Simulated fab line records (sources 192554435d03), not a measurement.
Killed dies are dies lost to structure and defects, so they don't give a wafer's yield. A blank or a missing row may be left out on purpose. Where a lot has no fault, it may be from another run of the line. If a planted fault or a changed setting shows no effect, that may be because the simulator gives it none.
A struck lot beside a sound one ; flow n5_finfet ; 37 steps out of a route of 1938
Sound: these wafers, L119.1, L119.2, L119.5. Struck: wafer L123.3. (L123.2, L123.6 of the same lot were not struck and are left out.) The cause comes at the end.
At each step with rows: each side's tool, then ch and its chambers, then its first start. Under that, the readings that differ: sound wafers ; struck wafers ; difference of the means ; sigmas: that difference in standard deviations of wafers without a fault.
alike: a reading whose means differ by less than 2 such deviations, as well as words and numbers matching on both sides. not compared: withheld readings; readings where some wafer has no value; bounds like >300 that might hide an equal value; numbers whose values overlap and for which the record gives no deviation.
A row with sigmas, a row that says differs or no value, or rows on one side alone: a step with any of these is where the two part. Non-overlapping numbers with no deviation appear without sigmas and do not part them. Lack of a reading on every wafer of one side parts them only where that side has two or more wafers.

first, 8 steps without rows for these wafers: N5_MOL_CONTACT_COAG_PRECLEAN_138 (cleans in alkaline clean, time 60 s); N5_MOL_CONTACT_COAG_SRD_139 (time 30 s); N5_MOL_CONTACT_COAG_PRE_CLEAN_121; N5_MOL_CONTACT_COAG_CVD_140 (deposits W, target thk 66.5 nm, time 215 s); N5_MOL_CONTACT_COAG_PRECLEAN_127 (cleans in DIW, time 57.5 s); N5_MOL_CONTACT_COAG_SRD_128 (dry time 32 s); N5_MOL_CONTACT_COAG_CMP_52 (polishes, stops on SiO2, t overpolish 1.5 s, target thk 66.5 nm); N5_MOL_CONTACT_COAG_ANNEAL_112 (time 1800 s).
N5_BEOL_M0_SAQP_PECVD_00: deposits SiCN from 3MS/NH3, target thk 8 nm, time 14 s.
  sound on pecvd-03 ch 0,1, day 8 01:55; struck on pecvd-03 ch 2, day 8 22:42
reading;sound;struck;difference;sigmas
model.SiCN_of_BEOL_M0_SAQP_PECVD_00.thk_nm (nm);8 8 8.2;6;-2;
  alike: showerhead_plenum_p_Torr, throttle_valve_pct
  not compared: since_wet_clean_h
then, 25 steps without rows for these wafers: N5_BEOL_M0_SAQP_ILD_DEP_01 (deposits SiOC from DEMS/O2, target thk 45.419 nm, time 8.7 s); N5_BEOL_M0_SAQP_HM_DEP_02 (deposits TiN, target thk 12 nm); N5_BEOL_M0_SAQP_PECVD_03 (deposits SiCN from 3MS/NH3, target thk 12 nm, time 21.1 s); N5_BEOL_M0_SAQP_PECVD_96 (deposits a-Si from SiH4/He, target thk 45 nm, time 45.2 s); N5_BEOL_M0_SAQP_PECVD_97 (deposits SiNx from SiH4/NH3/N2, target thk 23 nm, time 19.9 s); N5_BEOL_M0_SAQP_PECVD_04 (deposits a-Si from SiH4/He, target thk 60 nm, time 60.2 s); N5_BEOL_M0_SAQP_HM_DEP_111 (deposits SiO2 from SiH4/N2O, target thk 12 nm, time 7.2 s); N5_BEOL_M0_SAQP_COAT_81 (time 60 s, resist thk 100 nm); N5_BEOL_M0_SAQP_COAT_82 (time 60 s, resist thk 30 nm); N5_BEOL_M0_SAQP_COAT_08 (resist thk 90 nm); N5_BEOL_M0_SAQP_EBR_10; N5_BEOL_M0_SAQP_SOFTBAKE_09 (time 60 s); N5_BEOL_M0_SAQP_EXPOSE_11 (exposes mask M0 CORE, target cd 42 nm); N5_BEOL_M0_SAQP_PEB_12 (peb time 60 s); N5_BEOL_M0_SAQP_DEVELOP_13 (develop time 30 s); N5_BEOL_M0_SAQP_DESCUM_19 (chemistry O2, time 7.9 s); N5_BEOL_M0_SAQP_ETCH_83 (etches SiARC in CF4, target depth 39 nm, time 65 s); N5_BEOL_M0_SAQP_ETCH_84 (etches SOC in N2/H2, target depth 100 nm, overetch 20 nm, time 150 s); N5_BEOL_M0_SAQP_STRIP_80 (strips in N2/H2); N5_BEOL_M0_SAQP_HM_OPEN_112 (chemistry CHF3/O2, target SiO2, stops on a-Si, target depth 12 nm, time 13.5 s); N5_BEOL_M0_SAQP_STRIP_113 (strips in CHF3/O2); N5_BEOL_M0_SAQP_MANDREL_ETCH_20 (etches a-Si in HBr/Cl2, stops on SiNx, target depth 60 nm, bt time 10 s, time 30 s); N5_BEOL_M0_SAQP_STRIP_86 (strips in N2/H2); N5_BEOL_M0_SAQP_STRIP_115 (strips in post etch residue remover, time 60 s); N5_BEOL_M0_SAQP_SRD_93 (time 30 s).
N5_BEOL_M0_ETCH_109: etches SiCN in CH3F/O2, target depth 8 nm, overetch 2.4 nm, time 27.4 s.
  sound on rie_diel-06 ch 0,2, day 8 10:44; struck on rie_diel-02 ch 2, day 9 11:50
reading;sound;struck;difference;sigmas
oes_product_au (a.u.);0.62 0.65 0.66;0.50;-0.14;-2
model.etch.depth_nm (nm);7.948 8.084 8.253;5.915;-2.180;
  alike: chamber_pressure_mTorr, drypump_motor_current_A, rf_vpp_V, showerhead_plenum_p_Torr, throttle_valve_pct
  not compared: rf_hours_counter_h
-- record jumps: 3 days separate the struck wafers' starts on either side; left off in module BEOL_M0, taken up again in module BEOL_M4, whose first shown step is the route's number 1111 --
N5_BEOL_M4_RC_MEAS_101:
  sound on prober-01 ch 0, day 10 17:03; struck on prober-02 ch 0, day 12 05:15
reading;sound;struck;difference;sigmas
IOFF_N (nA/um);0.17 0.24 0.25;0.13;-0.09;-2
  alike: DIBL_N, DIBL_P, IOFF_P, ION_N, ION_P, SS_N, SS_P, VT_N, VT_P
-- a jump in the record: the struck wafers' starts before and after are 4 days apart (it breaks off in module BEOL_M4 and resumes in module PASSIVATION, where the first step shown is number 1936 of the route) --
N5_PASSIVATION_PROBE_49:
  sound: prober-02 at day 15 04:11; struck: prober-02 at day 16 09:51
  alike: defect_limited_yield, killed_at_M0_to_M3, killed_at_M4_up, killed_at_contacts, killed_at_front_end, killed_at_other, killed_dies, killed_open, killed_short, sort_bin_4_leakage, sort_bin_5_function, sort_bin_6_memory, sort_n_pass, sort_yield_pct

== WHERE THEY PART ==
Last at N5_BEOL_M4_RC_MEAS_101 as far as this record goes, first at N5_BEOL_M0_ETCH_109. Later steps at which nothing parts them and some readings are alike: N5_PASSIVATION_PROBE_49.

WHY: what had been put in by the simulator
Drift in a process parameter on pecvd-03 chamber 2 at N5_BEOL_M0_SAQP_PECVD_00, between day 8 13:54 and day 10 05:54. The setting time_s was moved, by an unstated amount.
